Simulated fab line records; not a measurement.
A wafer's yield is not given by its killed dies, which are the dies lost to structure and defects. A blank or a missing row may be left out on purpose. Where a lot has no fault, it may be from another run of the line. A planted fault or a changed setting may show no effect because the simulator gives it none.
What tool caused it? :: flow nand-harc :: 72 wafers from 24 lots sampled at 3 of the route's 1302 steps

WHAT THE GAUGES SHOWED, per wafer
NHARC_P_CONTACT_CD_MEAS_12 targets a cd of 90 nm.
lot: L074
measured: day 5 15:10
on: cd-sem-02
cd-nm (nm): 90.6 90.6 89.8

lot: L075
measured: day 6 12:44
on: cd-sem-03
cd-nm (nm): 89.7 90.9 89.5

lot: L076
measured: day 6 21:08
on: cd-sem-03
cd-nm (nm): 90.8 90.2 88.9

lot: L077
measured: day 7 03:54
on: cd-sem-01
cd-nm (nm): 89.1 89.2 89.0

lot: L078
measured: day 7 16:16
on: cd-sem-03
cd-nm (nm): 90.2 89.2 89.1

lot: L079
measured: day 8 02:41
on: cd-sem-02
cd-nm (nm): 90.4 90.1 91.5

lot: L080
measured: day 8 05:24
on: cd-sem-02
cd-nm (nm): 89.8 91.1 91.1

lot: L081
measured: day 8 17:48
on: cd-sem-02
cd-nm (nm): 90.2 89.2 88.8

lot: L082
measured: day 9 04:33
on: cd-sem-03
cd-nm (nm): 89.3 89.6 90.1

lot: L083
measured: day 9 17:31
on: cd-sem-01
cd-nm (nm): 89.4 90.7 88.6

lot: L084
measured: day 10 03:51
on: cd-sem-02
cd-nm (nm): 89.5 90.0 90.4

lot: L085
measured: day 10 12:40
on: cd-sem-03
cd-nm (nm): 88.6 89.9 90.0

lot: L086
measured: day 10 17:11
on: cd-sem-03
cd-nm (nm): 90.8 90.3 89.6

lot: L087
measured: day 11 06:56
on: cd-sem-02
cd-nm (nm): 89.7 91.2 89.8

lot: L088
measured: day 12 05:28
on: cd-sem-01
cd-nm (nm): 89.1 90.0 89.8

lot: L089
measured: day 12 05:52
on: cd-sem-01
cd-nm (nm): 89.7 91.1 90.7

lot: L090
measured: day 12 23:20
on: cd-sem-01
cd-nm (nm): 88.4 90.6 90.2

lot: L091
measured: day 13 05:49
on: cd-sem-01
cd-nm (nm): 90.1 88.9 90.2

lot: L092
measured: day 13 05:59
on: cd-sem-03
cd-nm (nm): 90.1 88.8 90.9

lot: L093
measured: day 13 23:53
on: cd-sem-01
cd-nm (nm): 89.0 90.6 90.2

lot: L094
measured: day 14 00:36
on: cd-sem-02
cd-nm (nm): 88.9 89.3 89.5

lot: L095
measured: day 14 10:40
on: cd-sem-02
cd-nm (nm): 88.7 89.0 89.3

lot: L096
measured: day 14 20:42
on: cd-sem-01
cd-nm (nm): 90.9 90.0 90.2

lot: L097
measured: day 15 15:27
on: cd-sem-01
cd-nm (nm): 89.3 89.9 90.4

EACH LOT AND THE TOOL THAT RAN IT (in order: tool; ch and the chambers of the sampled wafers; start)
lot: L074
NHARC_P_GATE_STRIP_113: plasma-asher-01 ch 0,1, day 5 11:07
NHARC_P_CONTACT_DEP_00: pecvd-04 ch 0,2, day 5 15:10 or earlier

lot: L075
NHARC_P_GATE_STRIP_113: plasma-asher-02 ch 0,1, day 6 08:43
NHARC_P_CONTACT_DEP_00: pecvd-03 ch 0,1,2, day 6 12:44 or earlier

lot: L076
NHARC_P_GATE_STRIP_113: plasma-asher-02 ch 0,1, day 6 16:55
NHARC_P_CONTACT_DEP_00: pecvd-03 ch 0,2, day 6 21:08 or earlier

lot: L077
NHARC_P_GATE_STRIP_113: plasma-asher-02 ch 0,1, day 6 23:52
NHARC_P_CONTACT_DEP_00: pecvd-04 ch 0,2, day 7 03:54 or earlier

lot: L078
NHARC_P_GATE_STRIP_113: plasma-asher-01 ch 0,1, day 7 12:16
NHARC_P_CONTACT_DEP_00: pecvd-01 ch 0,1,2, day 7 16:16 or earlier

lot: L079
NHARC_P_GATE_STRIP_113: plasma-asher-02 ch 0,1, day 7 22:54
NHARC_P_CONTACT_DEP_00: pecvd-03 ch 0,1, day 8 02:41 or earlier

lot: L080
NHARC_P_GATE_STRIP_113: plasma-asher-02 ch 0,1, day 8 01:24
NHARC_P_CONTACT_DEP_00: pecvd-03 ch 0,2, day 8 05:24 or earlier

lot: L081
NHARC_P_GATE_STRIP_113: plasma-asher-01 ch 0, day 8 13:26
NHARC_P_CONTACT_DEP_00: pecvd-03 ch 1,2, day 8 17:48 or earlier

lot: L082
NHARC_P_GATE_STRIP_113: plasma-asher-01 ch 0,1, day 9 00:26
NHARC_P_CONTACT_DEP_00: pecvd-01 ch 0,2, day 9 04:33 or earlier

lot: L083
NHARC_P_GATE_STRIP_113: plasma-asher-02 ch 0,1, day 9 13:31
NHARC_P_CONTACT_DEP_00: pecvd-04 ch 0,1,2, day 9 17:31 or earlier

lot: L084
NHARC_P_GATE_STRIP_113: plasma-asher-02 ch 0,1, day 9 23:47
NHARC_P_CONTACT_DEP_00: pecvd-01 ch 1,2, day 10 03:51 or earlier

lot: L085
NHARC_P_GATE_STRIP_113: plasma-asher-01 ch 0,1, day 10 08:30
NHARC_P_CONTACT_DEP_00: pecvd-04 ch 0,1, day 10 12:40 or earlier

lot: L086
NHARC_P_GATE_STRIP_113: plasma-asher-01 ch 0,1, day 10 13:01
NHARC_P_CONTACT_DEP_00: pecvd-03 ch 0,1, day 10 17:11 or earlier

lot: L087
NHARC_P_GATE_STRIP_113: plasma-asher-02 ch 0,1, day 11 02:53
NHARC_P_CONTACT_DEP_00: pecvd-03 ch 0,2, day 11 06:56 or earlier

lot: L088
NHARC_P_GATE_STRIP_113: plasma-asher-01 ch 1, day 12 00:41
NHARC_P_CONTACT_DEP_00: pecvd-04 ch 0,2, day 12 05:28 or earlier

lot: L089
NHARC_P_GATE_STRIP_113: plasma-asher-02 ch 0,1, day 12 01:34
NHARC_P_CONTACT_DEP_00: pecvd-01 ch 0,1,2, day 12 05:52 or earlier

lot: L090
NHARC_P_GATE_STRIP_113: plasma-asher-02 ch 0,1, day 12 19:19
NHARC_P_CONTACT_DEP_00: pecvd-04 ch 0,1, day 12 23:20 or earlier

lot: L091
NHARC_P_GATE_STRIP_113: plasma-asher-01 ch 0,1, day 13 01:56
NHARC_P_CONTACT_DEP_00: pecvd-03 ch 0,1,2, day 13 05:49 or earlier

lot: L092
NHARC_P_GATE_STRIP_113: plasma-asher-02 ch 0,1, day 13 02:07
NHARC_P_CONTACT_DEP_00: pecvd-04 ch 0,1,2, day 13 05:59 or earlier

lot: L093
NHARC_P_GATE_STRIP_113: plasma-asher-01 ch 0, day 13 19:41
NHARC_P_CONTACT_DEP_00: pecvd-04 ch 0,2, day 13 23:53 or earlier

lot: L094
NHARC_P_GATE_STRIP_113: plasma-asher-02 ch 0,1, day 13 20:22
NHARC_P_CONTACT_DEP_00: pecvd-03 ch 1,2, day 14 00:36 or earlier

lot: L095
NHARC_P_GATE_STRIP_113: plasma-asher-02 ch 0,1, day 14 06:31
NHARC_P_CONTACT_DEP_00: pecvd-03 ch 0,1,2, day 14 10:40 or earlier

lot: L096
NHARC_P_GATE_STRIP_113: plasma-asher-01 ch 1, day 14 16:38
NHARC_P_CONTACT_DEP_00: pecvd-04 ch 1,2, day 14 20:42 or earlier

lot: L097
NHARC_P_GATE_STRIP_113: plasma-asher-02 ch 0,1, day 15 11:26
NHARC_P_CONTACT_DEP_00: pecvd-03 ch 1,2, day 15 15:27 or earlier
- NHARC_P_GATE_STRIP_113: strips in N2/H2, time 740 s.
- NHARC_P_CONTACT_DEP_00: deposits SiO2, target thk 500 nm.

AS READ BY THE TOOLS THEMSELVES (means over the sampled wafers that have a number; for cases with no such wafer, the mark the record gives instead)
NHARC_P_GATE_STRIP_113.
lot: L074
tool: plasma-asher-01
drypump-motor-current-A (A): 6.0
heater-power-w (W): 90

lot: L075
tool: plasma-asher-02
drypump-motor-current-A (A): 6.1
heater-power-w (W): 83

lot: L076
tool: plasma-asher-02
drypump-motor-current-A (A): 5.8
heater-power-w (W): 77

lot: L077
tool: plasma-asher-02
drypump-motor-current-A (A): 6.1
heater-power-w (W): 82

lot: L078
tool: plasma-asher-01
drypump-motor-current-A (A): 6.0
heater-power-w (W): 88

lot: L079
tool: plasma-asher-02
drypump-motor-current-A (A): 5.8
heater-power-w (W): 77

lot: L080
tool: plasma-asher-02
drypump-motor-current-A (A): 5.9
heater-power-w (W): 78

lot: L081
tool: plasma-asher-01
drypump-motor-current-A (A): 6.2
heater-power-w (W): 88

lot: L082
tool: plasma-asher-01
drypump-motor-current-A (A): 5.9
heater-power-w (W): 89

lot: L083
tool: plasma-asher-02
drypump-motor-current-A (A): 5.8
heater-power-w (W): 78

lot: L084
tool: plasma-asher-02
drypump-motor-current-A (A): 5.8
heater-power-w (W): 79

lot: L085
tool: plasma-asher-01
drypump-motor-current-A (A): 6.0
heater-power-w (W): 87

lot: L086
tool: plasma-asher-01
drypump-motor-current-A (A): 6.0
heater-power-w (W): 89

lot: L087
tool: plasma-asher-02
drypump-motor-current-A (A): 5.9
heater-power-w (W): 77

lot: L088
tool: plasma-asher-01
drypump-motor-current-A (A): 5.7
heater-power-w (W): 89

lot: L089
tool: plasma-asher-02
drypump-motor-current-A (A): 6.1
heater-power-w (W): 83

lot: L090
tool: plasma-asher-02
drypump-motor-current-A (A): 6.1
heater-power-w (W): 85

lot: L091
tool: plasma-asher-01
drypump-motor-current-A (A): 5.9
heater-power-w (W): 90

lot: L092
tool: plasma-asher-02
drypump-motor-current-A (A): 5.8
heater-power-w (W): 80

lot: L093
tool: plasma-asher-01
drypump-motor-current-A (A): 6.2
heater-power-w (W): 89

lot: L094
tool: plasma-asher-02
drypump-motor-current-A (A): 5.8
heater-power-w (W): 80

lot: L095
tool: plasma-asher-02
drypump-motor-current-A (A): 6.1
heater-power-w (W): 84

lot: L096
tool: plasma-asher-01
drypump-motor-current-A (A): 5.7
heater-power-w (W): 89

lot: L097
tool: plasma-asher-02
drypump-motor-current-A (A): 6.1
heater-power-w (W): 83

NHARC_P_CONTACT_DEP_00.
lot: L074
tool: pecvd-04
flow-sccm (sccm): 2653
heater-power-w (W): 589
susceptor-temp-C (C): 399.95
throttle-valve-pct (%): 16.1

lot: L075
tool: pecvd-03
flow-sccm (sccm): 2642
heater-power-w (W): 529
susceptor-temp-C (C): 399.99
throttle-valve-pct (%): 15.4

lot: L076
tool: pecvd-03
flow-sccm (sccm): 2650
heater-power-w (W): 619
susceptor-temp-C (C): 400.03
throttle-valve-pct (%): 15.5

lot: L077
tool: pecvd-04
flow-sccm (sccm): 2650
heater-power-w (W): 657
susceptor-temp-C (C): 399.97
throttle-valve-pct (%): 16.3

lot: L078
tool: pecvd-01
flow-sccm (sccm): 2650
heater-power-w (W): 590
susceptor-temp-C (C): 400.05
throttle-valve-pct (%): 15.9

lot: L079
tool: pecvd-03
flow-sccm (sccm): 2649
heater-power-w (W): 490
susceptor-temp-C (C): 399.80
throttle-valve-pct (%): 15.6

lot: L080
tool: pecvd-03
flow-sccm (sccm): 2656
heater-power-w (W): 560
susceptor-temp-C (C): 399.84
throttle-valve-pct (%): 15.5

lot: L081
tool: pecvd-03
flow-sccm (sccm): 2651
heater-power-w (W): 479
susceptor-temp-C (C): 400.25
throttle-valve-pct (%): 15.4

lot: L082
tool: pecvd-01
flow-sccm (sccm): 2647
heater-power-w (W): 500
susceptor-temp-C (C): 399.92
throttle-valve-pct (%): 16.3

lot: L083
tool: pecvd-04
flow-sccm (sccm): 2659
heater-power-w (W): 507
susceptor-temp-C (C): 399.86
throttle-valve-pct (%): 16.1

lot: L084
tool: pecvd-01
flow-sccm (sccm): 2648
heater-power-w (W): 636
susceptor-temp-C (C): 399.71
throttle-valve-pct (%): 16.2

lot: L085
tool: pecvd-04
flow-sccm (sccm): 2650
heater-power-w (W): 491
susceptor-temp-C (C): 400.03
throttle-valve-pct (%): 16.1

lot: L086
tool: pecvd-03
flow-sccm (sccm): 2650
heater-power-w (W): 554
susceptor-temp-C (C): 399.85
throttle-valve-pct (%): 15.6

lot: L087
tool: pecvd-03
flow-sccm (sccm): 2651
heater-power-w (W): 621
susceptor-temp-C (C): 400.24
throttle-valve-pct (%): 15.9

lot: L088
tool: pecvd-04
flow-sccm (sccm): 2653
heater-power-w (W): 597
susceptor-temp-C (C): 399.92
throttle-valve-pct (%): 15.9

lot: L089
tool: pecvd-01
flow-sccm (sccm): 2649
heater-power-w (W): 530
susceptor-temp-C (C): 400.06
throttle-valve-pct (%): 16.2

lot: L090
tool: pecvd-04
flow-sccm (sccm): 2643
heater-power-w (W): 545
susceptor-temp-C (C): 399.91
throttle-valve-pct (%): 16.2

lot: L091
tool: pecvd-03
flow-sccm (sccm): 2646
heater-power-w (W): 544
susceptor-temp-C (C): 399.95
throttle-valve-pct (%): 15.6

lot: L092
tool: pecvd-04
flow-sccm (sccm): 2654
heater-power-w (W): 561
susceptor-temp-C (C): 400.39
throttle-valve-pct (%): 15.9

lot: L093
tool: pecvd-04
flow-sccm (sccm): 2654
heater-power-w (W): 556
susceptor-temp-C (C): 399.70
throttle-valve-pct (%): 15.7

lot: L094
tool: pecvd-03
flow-sccm (sccm): 2650
heater-power-w (W): 471
susceptor-temp-C (C): 399.97
throttle-valve-pct (%): 15.4

lot: L095
tool: pecvd-03
flow-sccm (sccm): 2653
heater-power-w (W): 570
susceptor-temp-C (C): 400.06
throttle-valve-pct (%): 15.8

lot: L096
tool: pecvd-04
flow-sccm (sccm): 2648
heater-power-w (W): 469
susceptor-temp-C (C): 400.14
throttle-valve-pct (%): 15.9

lot: L097
tool: pecvd-03
flow-sccm (sccm): 2655
heater-power-w (W): 428
susceptor-temp-C (C): 400.41
throttle-valve-pct (%): 15.6

THE ANSWER, worked out from the rows above alone
Rule: usual is defined by the lots themselves. The widest of any qualifying gaps counts: lots, ordered by their means at a reading, are off when they make up no more than a third of the lots, leave a main group of 4 or more, and stand apart from it by 3 or more times the standard deviation of that group's means. Not used: any main group whose means are identical at the precision the tables above print for the reading. Also off: a lot with no number at a reading for which 4 or more lots have one. The other lots that the step has rows for count as sound. The gauges are gone through in route order, then the tools' own readings, and for those a lot's mean is taken as printed above. At the first step where some lot is off, the reading lying furthest off is the one used; lots without a number count as furthest.
None of the lots is off at any reading shown; this tells nothing.

WHAT THE SIMULATOR HAD INSERTED
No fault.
